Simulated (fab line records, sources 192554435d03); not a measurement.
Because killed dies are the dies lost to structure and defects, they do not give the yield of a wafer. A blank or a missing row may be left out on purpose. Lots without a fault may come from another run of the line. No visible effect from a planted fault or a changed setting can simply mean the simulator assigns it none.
fab line records + flow n5-finfet
record
- lots=10
- wafers=27
- last-day=18
route steps=1938 shown BEOL_M3@973 BEOL_M4@1111 PASSIVATION@1936
lots that met no fault: taken from a fault-free run of the same line
start-h: start of the lot's first displayed wafer, in hours after the record's first day + wait-h: time in hours since the lot's previous step + " unchanged from the row above + L1.1+2: a single row standing in for several wafers + - no value, or no start was given + * or withheld: withheld + < > ~ a bound
route shown NAME@n: NAME is a module with steps in the file, n the number in the route of the first one + usual: mean/standard deviation of fault-free wafers + same: alike in all rows + chamber/n: place in a boat + sites: the reading at each site + _std_site: the values' standard deviation + _edge_site: inner sites' mean taken away from outer sites' mean + radius-mm: how far each site lies from the wafer's centre + mask NAME#n: copy n + behind: the last tool/chamber to shape the wafer + hold: what put the lot on hold/how long, in hours/how the hold closed + device: transistor that didn't switch, given as n, p or np + end of line: the same wafers' tests at the end of the route + a step with no rows: only its recipe + killed: not the wafer's yield, but the dies lost to structure and defects at the first sort + map: a wafer's dies, x killed, . not, _ none there
set.NAME: the setting as run; set.NAME@STEP: as run at that earlier step + model.NAME: the simulator's own value behind a step, which no gauge read
steps of the route over a sample of lots; a table a step, a row a wafer
services: a tool's chamber out of use, with start hour (start-h, from the record's first day; less than 0 if before it), hours out, and reason
## steps
# step N5_BEOL_M3_ETCHBACK_99
# recipe
- chemistry=CHF3
- target=SiO2
- target-depth-a=50
- time-s=10.4
- source-w=215
- bias-w=47
- Ar_flow_sccm=200
- CHF3_flow_sccm=12
- ion-energy-ev=100
- pressure-mtorr=30
# usual
- drypump-motor-current-A=5.8/0.5
- oes-product-au=0.81/0.096
- rf-vpp-V=239/4.1
- showerhead-plenum-p-Torr=2.14/0.061
- throttle-valve-pct=17.0/0.31
| lot.wafer | tool        | chamber | start-h | wait-h | drypump-motor-current-A | oes-product-au | rf-hours-counter-h | rf-vpp-V | showerhead-plenum-p-Torr | throttle-valve-pct |
|-----------|-------------|---------|---------|--------|-------------------------|----------------|--------------------|----------|--------------------------|--------------------|
| L836.2    | rie-diel-02 | 0       | 155.86  | 2.6    | 5.6                     | 0.94           | 9                  | 236      | 2.12                     | 16.9               |
| L836.3    | "           | 3       | "       | "      | 6.2                     | 0.69           | 212                | 244      | 2.06                     | 17.3               |
| L836.6    | "           | 1       | "       | "      | 5.2                     | 0.71           | -                  | 234      | 2.07                     | 17.5               |
| L839.1    | rie-diel-02 | 3       | 175.46  | 11.8   | 6.2                     | 0.68           | 218                | 243      | 2.06                     | 17.3               |
| L839.5    | "           | 1       | "       | "      | 5.2                     | 0.70           | -                  | 234      | 2.07                     | 17.5               |
| L839.6    | "           | 3       | "       | "      | 6.2                     | 0.68           | -                  | 244      | 2.06                     | 17.3               |
| L842.1    | rie-diel-02 | 0       | 196.49  | 4.8    | 5.6                     | 0.93           | 21                 | 235      | 2.11                     | 16.9               |
| L842.4    | "           | 3       | "       | "      | 6.2                     | 0.69           | 224                | 245      | 2.06                     | 17.3               |
| L843.2    | rie-diel-03 | 3       | 196.63  | 2.4    | 6.6                     | 0.92           | 25                 | 237      | 2.21                     | 16.8               |
| L843.4    | "           | 1       | "       | "      | 6.0                     | 0.73           | 174                | 236      | 2.22                     | 17.5               |
| L843.5    | "           | 3       | "       | "      | 6.6                     | 0.92           | -                  | 236      | 2.21                     | 16.8               |
| L845.3    | rie-diel-02 | 1       | 209.02  | 2.1    | 5.2                     | 0.69           | 225                | 234      | 2.06                     | 17.5               |
| L845.5    | "           | 2       | "       | "      | 6.4                     | 0.96           | -                  | 239      | 2.11                     | 17.0               |
| L845.6    | "           | 1       | "       | "      | 5.2                     | 0.69           | -                  | 234      | 2.06                     | 17.6               |
| L846.4    | rie-diel-02 | 1       | 214.62  | 3.3    | 5.2                     | 0.69           | 227                | 232      | 2.06                     | 17.5               |
| L846.6    | "           | 1       | "       | "      | 5.2                     | 0.69           | -                  | 234      | 2.06                     | 17.6               |
| L848.3    | rie-diel-03 | 0       | 247.26  | 2.9    | 4.9                     | 0.76           | 161                | 241      | 2.15                     | 16.9               |
| L848.4    | "           | 2       | "       | "      | 5.8                     | 0.73           | 164                | 237      | 2.16                     | 17.0               |
| L848.6    | "           | 1       | "       | "      | 6.1                     | 0.71           | -                  | 236      | 2.22                     | 17.5               |
| L855.1    | rie-diel-02 | 2       | 292.69  | 9.1    | 6.4                     | 0.90           | 29                 | 240      | 2.10                     | 17.1               |
| L855.5    | "           | 2       | "       | "      | 6.4                     | 0.90           | -                  | 239      | 2.10                     | 17.1               |
| L856.2    | rie-diel-01 | 0       | 297.22  | 13.9   | 6.5                     | 0.78           | 140                | 236      | 2.14                     | 16.9               |
| L856.3    | "           | 1       | "       | "      | 5.8                     | 0.84           | 71                 | 234      | 2.26                     | 16.5               |
| L856.6    | "           | 3       | "       | "      | 5.4                     | 0.88           | -                  | 246      | 2.11                     | 16.7               |
| L857.2    | rie-diel-02 | 2       | 300.43  | 17.0   | 6.4                     | 0.89           | 32                 | 237      | 2.10                     | 17.1               |
| L857.3    | "           | 1       | "       | "      | 5.2                     | 0.69           | 246                | 233      | 2.06                     | 17.6               |
| L857.4    | "           | 2       | "       | "      | 6.4                     | 0.89           | -                  | 238      | 2.10                     | 17.1               |
# step N5_BEOL_M3_VIA_ETCH_34
# recipe
- chemistry=C4F6/O2
- target-depth-a=694
- mask-material=SOC
- pressure-mtorr=15
- ion-energy-ev=250
- taper-deg=4
- time-s=65.9
- source-w=350
- bias-w=170
- Ar_flow_sccm=300
- C4F6_flow_sccm=10
- O2_flow_sccm=10
# usual
- drypump-motor-current-A=5.8/0.5
- oes-product-au=0.81/0.096
- rf-vpp-V=660/11
- run-length-s=89.2/0.47
- showerhead-plenum-p-Torr=2.83/0.077
- throttle-valve-pct=30.7/0.4
| lot.wafer | tool        | chamber | start-h | wait-h | drypump-motor-current-A | oes-product-au | rf-hours-counter-h | rf-vpp-V | run-length-s | showerhead-plenum-p-Torr | throttle-valve-pct |
|-----------|-------------|---------|---------|--------|-------------------------|----------------|--------------------|----------|--------------|--------------------------|--------------------|
| L836.2    | rie-diel-02 | 0       | 156.00  | 0.0    | 5.6                     | 0.94           | 9                  | 652      | 89.4         | 2.80                     | 30.7               |
| L836.3    | "           | 3       | "       | "      | 6.2                     | 0.69           | 213                | 675      | 90.0         | 2.72                     | 31.1               |
| L836.6    | "           | 1       | "       | "      | 5.2                     | 0.71           | -                  | 646      | 89.4         | 2.73                     | 31.5               |
| L839.1    | rie-diel-02 | 3       | 175.60  | 0.0    | 6.2                     | 0.69           | 218                | 673      | 90.1         | 2.72                     | 31.1               |
| L839.5    | "           | 1       | "       | "      | 5.2                     | 0.70           | -                  | 647      | 89.0         | 2.73                     | 31.5               |
| L839.6    | "           | 3       | "       | "      | 6.2                     | 0.68           | -                  | 673      | 89.9         | 2.72                     | 31.1               |
| L842.1    | rie-diel-02 | 0       | 196.63  | 0.0    | 5.6                     | 0.92           | 21                 | 653      | 89.5         | 2.79                     | 30.7               |
| L842.4    | "           | 3       | "       | "      | 6.2                     | 0.68           | 224                | 673      | 89.9         | 2.72                     | 31.1               |
| L843.2    | rie-diel-03 | 3       | 196.77  | 0.0    | 6.7                     | 0.91           | 25                 | 656      | 89.6         | 2.91                     | 30.8               |
| L843.4    | "           | 1       | "       | "      | 6.0                     | 0.72           | 174                | 651      | 88.7         | 2.93                     | 31.2               |
| L843.5    | "           | 3       | "       | "      | 6.7                     | 0.91           | -                  | 655      | 89.5         | 2.91                     | 30.8               |
| L845.3    | rie-diel-02 | 1       | 209.15  | 0.0    | 5.2                     | 0.69           | 225                | 647      | 89.2         | 2.73                     | 31.5               |
| L845.5    | "           | 2       | "       | "      | 6.4                     | 0.95           | -                  | 661      | 89.1         | 2.79                     | 30.8               |
| L845.6    | "           | 1       | "       | "      | 5.2                     | 0.69           | -                  | 646      | 89.0         | 2.73                     | 31.5               |
| L846.4    | rie-diel-02 | 1       | 214.76  | 0.0    | 5.2                     | 0.69           | 227                | 645      | 88.8         | 2.73                     | 31.5               |
| L846.6    | "           | 1       | "       | "      | 5.2                     | 0.69           | -                  | 647      | 89.0         | 2.73                     | 31.5               |
| L848.3    | rie-diel-03 | 0       | 247.40  | 0.0    | 4.9                     | 0.76           | 161                | 665      | 89.0         | 2.84                     | 30.6               |
| L848.4    | "           | 2       | "       | "      | 5.8                     | 0.71           | 164                | 656      | 89.3         | 2.85                     | 30.5               |
| L848.6    | "           | 1       | "       | "      | 6.0                     | 0.71           | -                  | 651      | 88.8         | 2.92                     | 31.2               |
| L855.1    | rie-diel-02 | 2       | 292.83  | 0.0    | 6.4                     | 0.91           | 29                 | 658      | 88.6         | 2.78                     | 30.8               |
| L855.5    | "           | 2       | "       | "      | 6.4                     | 0.90           | -                  | 660      | 88.6         | 2.78                     | 30.8               |
| L856.2    | rie-diel-01 | 0       | 297.36  | 0.0    | 6.4                     | 0.78           | 140                | 654      | 89.2         | 2.83                     | 30.2               |
| L856.3    | "           | 1       | "       | "      | 5.8                     | 0.85           | 71                 | 650      | 89.5         | 2.98                     | 30.2               |
| L856.6    | "           | 3       | "       | "      | 5.4                     | 0.89           | -                  | 681      | 89.5         | 2.79                     | 30.4               |
| L857.2    | rie-diel-02 | 2       | 300.57  | 0.0    | 6.4                     | 0.91           | 32                 | 660      | 88.6         | 2.77                     | 30.8               |
| L857.3    | "           | 1       | "       | "      | 5.2                     | 0.69           | 246                | 646      | 89.0         | 2.72                     | 31.6               |
| L857.4    | "           | 2       | "       | "      | 6.4                     | 0.89           | -                  | 659      | 88.8         | 2.78                     | 30.8               |
# step N5_BEOL_M3_TRENCH_ETCH_37
# recipe
- chemistry=C4F6/O2
- target-depth-a=555.55
- target=SiOC
- time-s=29.2
- ion-energy-ev=250
- pressure-mtorr=30
- source-w=355
- bias-w=185
- Ar_flow_sccm=300
- C4F6_flow_sccm=10
- O2_flow_sccm=10
# usual
- drypump-motor-current-A=5.8/0.51
- oes-product-au=0.81/0.096
- rf-vpp-V=660/11
- run-length-s=52.5/0.48
- showerhead-plenum-p-Torr=2.83/0.077
- throttle-valve-pct=20.8/0.31
| lot.wafer | tool        | chamber | start-h | wait-h | drypump-motor-current-A | oes-product-au | rf-hours-counter-h | rf-vpp-V | run-length-s | showerhead-plenum-p-Torr | throttle-valve-pct |
|-----------|-------------|---------|---------|--------|-------------------------|----------------|--------------------|----------|--------------|--------------------------|--------------------|
| L836.2    | rie-diel-02 | 0       | 156.10  | -      | 5.6                     | 0.95           | 9                  | 653      | 52.7         | 2.80                     | 20.7               |
| L836.3    | "           | 3       | "       | "      | 6.2                     | 0.69           | 213                | 672      | 53.3         | 2.73                     | 21.0               |
| L836.6    | "           | 1       | "       | "      | 5.2                     | 0.70           | -                  | 647      | 52.5         | 2.74                     | 21.3               |
| L839.1    | rie-diel-02 | 3       | 175.70  | -      | 6.2                     | 0.68           | 218                | 673      | 53.5         | 2.72                     | 21.1               |
| L839.5    | "           | 1       | "       | "      | 5.2                     | 0.70           | -                  | 647      | 52.3         | 2.74                     | 21.4               |
| L839.6    | "           | 3       | "       | "      | 6.2                     | 0.68           | -                  | 674      | 53.3         | 2.73                     | 21.1               |
| L842.1    | rie-diel-02 | 0       | 196.73  | -      | 5.6                     | 0.94           | 21                 | 652      | 54.9         | 2.80                     | 20.7               |
| L842.4    | "           | 3       | "       | "      | 6.2                     | 0.69           | 224                | 673      | 53.2         | 2.72                     | 21.1               |
| L843.2    | rie-diel-03 | 3       | 196.87  | -      | 6.6                     | 0.90           | 25                 | 656      | 52.8         | 2.92                     | 20.7               |
| L843.4    | "           | 1       | "       | "      | 6.0                     | 0.72           | 174                | 652      | 51.9         | 2.94                     | 21.3               |
| L843.5    | "           | 3       | "       | "      | 6.6                     | 0.91           | -                  | 654      | 53.3         | 2.92                     | 20.7               |
| L845.3    | rie-diel-02 | 1       | 209.25  | -      | 5.2                     | 0.69           | 225                | 648      | 52.6         | 2.73                     | 21.4               |
| L845.5    | "           | 2       | "       | "      | 6.4                     | 0.95           | -                  | 660      | 52.0         | 2.79                     | 20.9               |
| L845.6    | "           | 1       | "       | "      | 5.2                     | 0.70           | -                  | 647      | 54.3         | 2.73                     | 21.4               |
| L846.4    | rie-diel-02 | 1       | 214.86  | -      | 5.2                     | 0.69           | 227                | 647      | 52.5         | 2.73                     | 21.4               |
| L846.6    | "           | 1       | "       | "      | 5.2                     | 0.69           | -                  | 646      | 54.4         | 2.73                     | 21.4               |
| L848.3    | rie-diel-03 | 0       | 247.50  | -      | 4.9                     | 0.76           | 161                | 664      | 52.4         | 2.85                     | 20.6               |
| L848.4    | "           | 2       | "       | "      | 5.8                     | 0.72           | 164                | 656      | 52.7         | 2.85                     | 20.8               |
| L848.6    | "           | 1       | "       | "      | 6.1                     | 0.71           | -                  | 652      | 51.9         | 2.93                     | 21.3               |
| L855.1    | rie-diel-02 | 2       | 292.93  | -      | 6.4                     | 0.91           | 30                 | 661      | 52.1         | 2.78                     | 20.9               |
| L855.5    | "           | 2       | "       | "      | 6.4                     | 0.91           | -                  | 660      | 51.8         | 2.78                     | 20.9               |
| L856.2    | rie-diel-01 | 0       | 297.46  | -      | 6.4                     | 0.78           | 140                | 652      | 52.2         | 2.84                     | 20.6               |
| L856.3    | "           | 1       | "       | "      | 5.8                     | 0.85           | 71                 | 649      | 52.1         | 2.98                     | 20.3               |
| L856.6    | "           | 3       | "       | "      | 5.4                     | 0.89           | -                  | 680      | 52.4         | 2.80                     | 20.5               |
| L857.2    | rie-diel-02 | 2       | 300.67  | -      | 6.4                     | 0.90           | 32                 | 659      | 52.2         | 2.78                     | 20.9               |
| L857.3    | "           | 1       | "       | "      | 5.2                     | 0.69           | 246                | 646      | 52.9         | 2.72                     | 21.4               |
| L857.4    | "           | 2       | "       | "      | 6.4                     | 0.90           | -                  | 660      | 51.8         | 2.78                     | 20.9               |
# step N5_BEOL_M3_OCD_MEAS_38
# usual
- trench-depth-nm=55.7/1.1
| lot.wafer | tool   | chamber | start-h | wait-h | trench-depth-nm |
|-----------|--------|---------|---------|--------|-----------------|
| L836.2    | ocd-02 | -       | 156.25  | -      | 56.8            |
| L836.3    | "      | -       | "       | "      | 54.0            |
| L836.6    | "      | -       | "       | "      | 54.5            |
| L839.1    | ocd-01 | -       | 175.85  | -      | 55.0            |
| L839.5    | "      | -       | "       | "      | 54.7            |
| L839.6    | "      | -       | "       | "      | 54.5            |
| L842.1    | ocd-02 | -       | 196.88  | -      | 62.9            |
| L842.4    | "      | -       | "       | "      | 55.5            |
| L843.2    | ocd-02 | -       | 197.02  | -      | 57.4            |
| L843.4    | "      | -       | "       | "      | 53.8            |
| L843.5    | "      | -       | "       | "      | 56.9            |
| L845.3    | ocd-01 | -       | 209.41  | -      | 54.6            |
| L845.5    | "      | -       | "       | "      | 56.3            |
| L845.6    | "      | -       | "       | "      | 59.3            |
| L846.4    | ocd-02 | -       | 215.02  | -      | 54.7            |
| L846.6    | "      | -       | "       | "      | 58.4            |
| L848.3    | ocd-01 | -       | 247.66  | -      | 55.2            |
| L848.4    | "      | -       | "       | "      | 55.1            |
| L848.6    | "      | -       | "       | "      | 54.4            |
| L855.1    | ocd-02 | -       | 293.09  | -      | 56.6            |
| L855.5    | "      | -       | "       | "      | 56.7            |
| L856.2    | ocd-01 | -       | 297.61  | -      | 54.9            |
| L856.3    | "      | -       | "       | "      | 56.4            |
| L856.6    | "      | -       | "       | "      | 56.3            |
| L857.2    | ocd-02 | -       | 300.82  | -      | 56.4            |
| L857.3    | "      | -       | "       | "      | 56.0            |
| L857.4    | "      | -       | "       | "      | 57.3            |
# step N5_BEOL_M3_PRE_CLEAN_45
# recipe
- gas=H2/He
- time-s=30
- temp-c=250
# usual
- heater-power-w=335/31
| lot.wafer | tool           | chamber | start-h | wait-h | heater-power-w |
|-----------|----------------|---------|---------|--------|----------------|
| L836.2    | pvd-sputter-03 | -       | 156.82  | 0.0    | 302            |
| L836.3    | "              | -       | "       | "      | 338            |
| L836.6    | "              | -       | "       | "      | 327            |
| L839.1    | pvd-sputter-03 | -       | 176.60  | 0.0    | 326            |
| L839.5    | "              | -       | "       | "      | 297            |
| L839.6    | "              | -       | "       | "      | 331            |
| L842.1    | pvd-sputter-01 | -       | 197.48  | 0.0    | 343            |
| L842.4    | "              | -       | "       | "      | 383            |
| L843.2    | pvd-sputter-02 | -       | 197.72  | 0.0    | 332            |
| L843.4    | "              | -       | "       | "      | 360            |
| L843.5    | "              | -       | "       | "      | 366            |
| L845.3    | pvd-sputter-01 | -       | 209.89  | 0.0    | 351            |
| L845.5    | "              | -       | "       | "      | 344            |
| L845.6    | "              | -       | "       | "      | 345            |
| L846.4    | pvd-sputter-03 | -       | 215.56  | 0.0    | 293            |
| L846.6    | "              | -       | "       | "      | 381            |
| L848.3    | pvd-sputter-02 | -       | 248.28  | 0.0    | 331            |
| L848.4    | "              | -       | "       | "      | 371            |
| L848.6    | "              | -       | "       | "      | 326            |
| L855.1    | pvd-sputter-03 | -       | 293.59  | 0.0    | 303            |
| L855.5    | "              | -       | "       | "      | 330            |
| L856.2    | pvd-sputter-02 | -       | 298.22  | 0.0    | 360            |
| L856.3    | "              | -       | "       | "      | 320            |
| L856.6    | "              | -       | "       | "      | 316            |
| L857.2    | pvd-sputter-03 | -       | 301.20  | 0.0    | 298            |
| L857.3    | "              | -       | "       | "      | 292            |
| L857.4    | "              | -       | "       | "      | 330            |
# step N5_BEOL_M4_RC_MEAS_101
# usual
- DIBL_N=37.2/2.1
- DIBL_P=37.3/2.3
- IOFF_N=0.18/0.041
- IOFF_P=0.24/0.042
- ION_N=680/13
- ION_P=466/7.7
- SS_N=71.8/0.68
- SS_P=73.5/0.66
- VT_N=249/3.6
- VT_P=-248/3.4
| lot.wafer | tool      | chamber | start-h | wait-h | DIBL_N[mV/V] | DIBL_P[mV/V] | IOFF_N[nA/um] | IOFF_P[nA/um] | ION_N[uA/um] | ION_P[uA/um] | SS_N[mV/dec] | SS_P[mV/dec] | VT_N[mV] | VT_P[mV] |
|-----------|-----------|---------|---------|--------|--------------|--------------|---------------|---------------|--------------|--------------|--------------|--------------|----------|----------|
| L836.2    | prober-02 | 0       | 176.10  | 0.2    | 36.9         | 36.3         | 0.16          | 0.22          | 673          | 467          | 71.0         | 72.9         | 248      | -250     |
| L836.3    | "         | 0       | "       | "      | 36.9         | 36.9         | 0.16          | 0.22          | 670          | 467          | 71.6         | 73.0         | 247      | -248     |
| L836.6    | "         | 0       | "       | "      | 37.2         | 37.8         | 0.18          | 0.23          | 678          | 466          | 71.7         | 73.3         | 249      | -248     |
| L839.1    | prober-01 | 0       | 193.23  | 0.0    | 39.2         | 39.5         | 0.23          | 0.27          | 705          | 473          | 71.8         | 74.0         | 243      | -247     |
| L839.5    | "         | 0       | "       | "      | 38.1         | 37.7         | 0.19          | 0.23          | 689          | 468          | 72.9         | 73.8         | 248      | -252     |
| L839.6    | "         | 0       | "       | "      | 39.9         | 41.7         | 0.27          | 0.32          | 712          | 482          | 72.1         | 74.1         | 242      | -243     |
| L842.1    | prober-02 | 0       | 209.74  | 0.0    | 36.1         | 36.5         | 0.16          | 0.23          | 678          | 471          | 71.5         | 74.3         | 248      | -249     |
| L842.4    | "         | 0       | "       | "      | 35.4         | 35.4         | 0.14          | 0.21          | 668          | 460          | 71.7         | 72.4         | 252      | -248     |
| L843.2    | prober-01 | 0       | 210.66  | 0.2    | 35.8         | 37.3         | 0.16          | 0.21          | 681          | 466          | 70.9         | 72.9         | 252      | -251     |
| L843.4    | "         | 0       | "       | "      | 37.4         | 38.3         | 0.17          | 0.22          | 670          | 460          | 71.6         | 73.8         | 250      | -252     |
| L843.5    | "         | 0       | "       | "      | 35.7         | 36.9         | 0.15          | 0.19          | 680          | 468          | 71.0         | 73.2         | 251      | -253     |
| L845.3    | prober-02 | 0       | 228.33  | 0.3    | 35.3         | 36.0         | 0.16          | 0.26          | 686          | 475          | 72.0         | 73.8         | 249      | -244     |
| L845.5    | "         | 0       | "       | "      | 33.3         | 34.3         | 0.13          | 0.22          | 670          | 473          | 70.9         | 73.4         | 250      | -246     |
| L845.6    | "         | 0       | "       | "      | 36.0         | 36.6         | 0.18          | 0.28          | 686          | 477          | 71.9         | 73.5         | 249      | -240     |
| L846.4    | prober-02 | 0       | 232.80  | 0.5    | 39.6         | 40.1         | 0.23          | 0.33          | 684          | 472          | 72.3         | 74.6         | 243      | -243     |
| L846.6    | "         | 0       | "       | "      | 35.5         | 35.8         | 0.15          | 0.24          | 671          | 467          | 71.3         | 73.0         | 251      | -245     |
| L848.3    | prober-01 | 0       | 262.26  | 0.5    | 42.6         | 43.0         | 0.30          | 0.35          | 715          | 480          | 72.6         | 74.8         | 241      | -246     |
| L848.4    | "         | 0       | "       | "      | 39.3         | 38.8         | 0.20          | 0.26          | 678          | 464          | 72.6         | 73.9         | 249      | -251     |
| L848.6    | "         | 0       | "       | "      | 40.7         | 41.2         | 0.24          | 0.31          | 700          | 470          | 72.9         | 74.8         | 244      | -248     |
| L855.1    | prober-01 | 0       | 308.36  | 0.4    | 37.3         | 36.5         | 0.15          | 0.20          | 673          | 461          | 71.4         | 73.8         | 254      | -255     |
| L855.5    | "         | 0       | "       | "      | 39.4         | 38.5         | 0.18          | 0.23          | 673          | 456          | 72.3         | 74.2         | 254      | -252     |
| L856.2    | prober-02 | 0       | 313.11  | 0.2    | 38.3         | 36.8         | 0.17          | 0.22          | 676          | 462          | 71.4         | 73.8         | 248      | -248     |
| L856.3    | "         | 0       | "       | "      | 37.0         | 34.8         | 0.15          | 0.20          | 687          | 465          | 71.8         | 72.7         | 250      | -249     |
| L856.6    | "         | 0       | "       | "      | 36.4         | 35.6         | 0.15          | 0.21          | 677          | 474          | 71.5         | 73.0         | 250      | -249     |
| L857.2    | prober-02 | 0       | 333.30  | 0.2    | 35.5         | 36.1         | 0.15          | 0.19          | 678          | 459          | 71.7         | 73.9         | 251      | -252     |
| L857.3    | "         | 0       | "       | "      | 36.6         | 37.3         | 0.17          | 0.22          | 667          | 457          | 71.9         | 74.1         | 248      | -249     |
| L857.4    | "         | 0       | "       | "      | 38.1         | 39.4         | 0.23          | 0.26          | 704          | 473          | 72.0         | 74.4         | 242      | -248     |
# step N5_PASSIVATION_PROBE_49
# usual
- defect-limited-yield=91.0/1.6
- killed_at_M0_to_M3=35/11
- killed_at_M4_up=14/5.3
- killed-at-contacts=13/6.7
- killed-at-front-end=41/12
- killed-at-other=3.9/2.7
- killed-dies=106/19
- killed-open=70/14
- killed-short=35/8.8
- sort_bin_4_leakage=0.01/0.058
- sort_bin_5_function=5.3/1
- sort_bin_6_memory=3.3/0.81
- sort-n-pass=1073/19
- sort-yield-pct=91.0/1.6
# same
- gross-dies=1180
- killed-at-back-side=0
- sort_bin_8_speed[%]=0
| lot.wafer | tool      | chamber | start-h | wait-h | defect-limited-yield[%] | killed_at_M0_to_M3 | killed_at_M4_up | killed-at-contacts | killed-at-front-end | killed-at-other | killed-dies | killed-open | killed-short | sort_bin_4_leakage[%] | sort_bin_5_function[%] | sort_bin_6_memory[%] | sort-n-pass | sort-yield-pct[%] |
|-----------|-----------|---------|---------|--------|-------------------------|--------------------|-----------------|--------------------|---------------------|-----------------|-------------|-------------|--------------|-----------------------|------------------------|----------------------|-------------|-------------------|
| L842.1    | prober-01 | -       | 323.98  | 0.0    | 91.5                    | 32                 | 9               | 3                  | 55                  | 1               | 100         | 66          | 33           | 0                     | 4.9                    | 3.3                  | 1080        | 91.5              |
# killed by level:class
L842.1 STI_FIN_REVEAL:geometric-particle:open=15 BEOL_M0_SAQP:geometric-particle:short=9 BEOL_M0_SAQP:geometric-particle:open=8 FIN_SAQP:geometric-particle:open=7 BEOL_M3:geometric-particle:open=7 STI_FIN_REVEAL:geometric-particle:short=6 STARTING-WAFER:geometric-particle:open=5 FIN_SAQP:geometric-particle:short=4
## services
| tool           | chamber | start-h | hours | kind                          |
|----------------|---------|---------|-------|-------------------------------|
| rie-diel-02    | 2       | 152.47  | -     | clean                         |
| rie-diel-02    | 2       | 152.47  | -     | consumable-replace:focus-ring |
| rie-diel-03    | 2       | 170.50  | 10.6  | repair                        |
| rie-diel-01    | 3       | 172.28  | -     | clean                         |
| rie-diel-01    | 3       | 172.28  | -     | consumable-replace:focus-ring |
| rie-diel-01    | 3       | 172.28  | 17.3  | scheduled-down                |
| rie-diel-01    | 3       | 172.28  | 17.3  | vent-cycle                    |
| rie-diel-02    | -       | 186.52  | 0.8   | repair                        |
| pvd-sputter-02 | -       | 189.66  | 6.6   | repair                        |
| rie-diel-01    | 3       | 216.72  | 5.4   | repair                        |
| rie-diel-02    | -       | 226.79  | 14.6  | pm                            |
| rie-diel-02    | 0       | 275.91  | 6.9   | repair                        |
| rie-diel-01    | 2       | 285.53  | 14.8  | repair                        |
| pvd-sputter-03 | -       | 294.50  | 0.8   | repair                        |
## key
first-sign
- step=N5_BEOL_M3_TRENCH_ETCH_37
- reading=run-length-s
- direction=up
- sigmas=4.2
- usual=*
- struck=*
effect
- step=N5_BEOL_M3_OCD_MEAS_38
- reading=trench-depth-nm
- direction=up
- sigmas=4.2
- usual=55.7
- struck=60.2
met-at N5_BEOL_M3_TRENCH_ETCH_37
struck-lots L842,L845,L846
struck-wafers L842.1,L845.6,L846.6
not-acting-at N5_BEOL_M3_ETCHBACK_99,N5_BEOL_M3_VIA_ETCH_34,N5_BEOL_M3_PRE_CLEAN_45
onset-between 175.70 196.73
fault
- kind=process-parameter-drift
- tool=rie-diel-02
- chamber=-
- onset-h=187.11
- steps=N5_BEOL_M3_TRENCH_ETCH_37
- channel=time-s
- offset=*
- shape=step
- end-h=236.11
- scope=struck-wafers-only
- acts-in=*
- stated=*
